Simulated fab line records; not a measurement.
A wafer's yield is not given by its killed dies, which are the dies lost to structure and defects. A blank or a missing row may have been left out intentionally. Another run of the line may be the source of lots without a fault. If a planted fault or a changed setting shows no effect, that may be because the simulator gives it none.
Matching of chambers    flow n5Finfet    rieDiel-05 running N5_FIN_SAQP_ETCH_67: 4 sister chambers
The step etches SiNx in CH3F/O2, target depth 30 nm. 20 wafers are shown with their chamber, then 10 later ones without.

== WAFERS, EACH WITH ITS CHAMBER ==
wafer   chamber  showerheadPlenumPTorr (Torr)  rfVppV (V)  drypumpMotorCurrentA (A)
L074.3  2        1.95                          301         5.8
L074.4  0        2.05                          292         5.8
L074.5  1        1.95                          304         5.8
L079.2  1        1.95                          306         5.9
L079.3  3        2.07                          293         6.2
L079.4  3        2.07                          294         6.2
L081.2  2        1.95                          303         5.8
L081.5  3        2.07                          293         6.3
L081.6  0        2.04                          292         5.6
L082.1  0        2.04                          290         5.8
L082.2  3        2.06                          292         6.3
L082.6  2        1.95                          304         5.8
L084.2  0        2.04                          293         5.8
L084.4  2        1.95                          302         5.8
L084.6  0        2.04                          291         5.8
L090.1  1        1.94                          306         5.9
L090.2  0        2.04                          292         5.7
L090.3  2        1.95                          303         5.8
L091.1  0        2.04                          291         5.7
L091.3  1        1.94                          305         5.9

SIGNATURES (means of the wafers above)
reading                chamber 0  chamber 1  chamber 2  chamber 3  scatter within a chamber
showerheadPlenumPTorr  2.0414     1.9450     1.9500     2.0675     0.00404
rfVppV                 291.57     305.25     302.60     293.00     0.989
drypumpMotorCurrentA   5.743      5.875      5.800      6.250      0.0584
Rule: a wafer lies at a distance from a chamber equal to the root of the sum of squares, over the readings, of (its reading less the chamber's mean, divided by the reading's scatter). If the next closest chamber is less than 2 further off than the closest, the wafer can't be placed; otherwise it belongs to the closest. The scatter is the square root of a quotient: the sum, over the shown wafers, of each reading's squared deviation from its chamber's mean, divided by wafers minus chambers.

== WAFERS WHOSE CHAMBER IS MISSING ==
wafer   showerheadPlenumPTorr (Torr)  rfVppV (V)  drypumpMotorCurrentA (A)
L091.6  1.94                          305         5.9
L093.1  1.94                          305         5.9
L093.4  2.03                          292         5.8
L093.6  1.94                          304         5.8
L095.2  2.05                          293         6.3
L095.4  1.94                          301         5.8
L095.5  1.94                          305         5.9
L097.2  2.05                          293         6.3
L097.3  1.94                          302         5.8
L097.5  1.94                          305         5.9

== THE CHAMBER EACH PASSED THROUGH ==
wafer   from the rows above      in truth
L091.6  1                        1
L093.1  1                        1
L093.4  0                        0
L093.6  can't be placed: 1 or 2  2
L095.2  3                        3
L095.4  can't be placed: 2 or 1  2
L095.5  1                        1
L097.2  3                        3
L097.3  can't be placed: 2 or 1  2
L097.5  1                        1
Placed correctly: 7 of 10. Unplaceable from these rows: 3, with the true chamber sitting among the candidates in 3. Wrongly placed: 0.
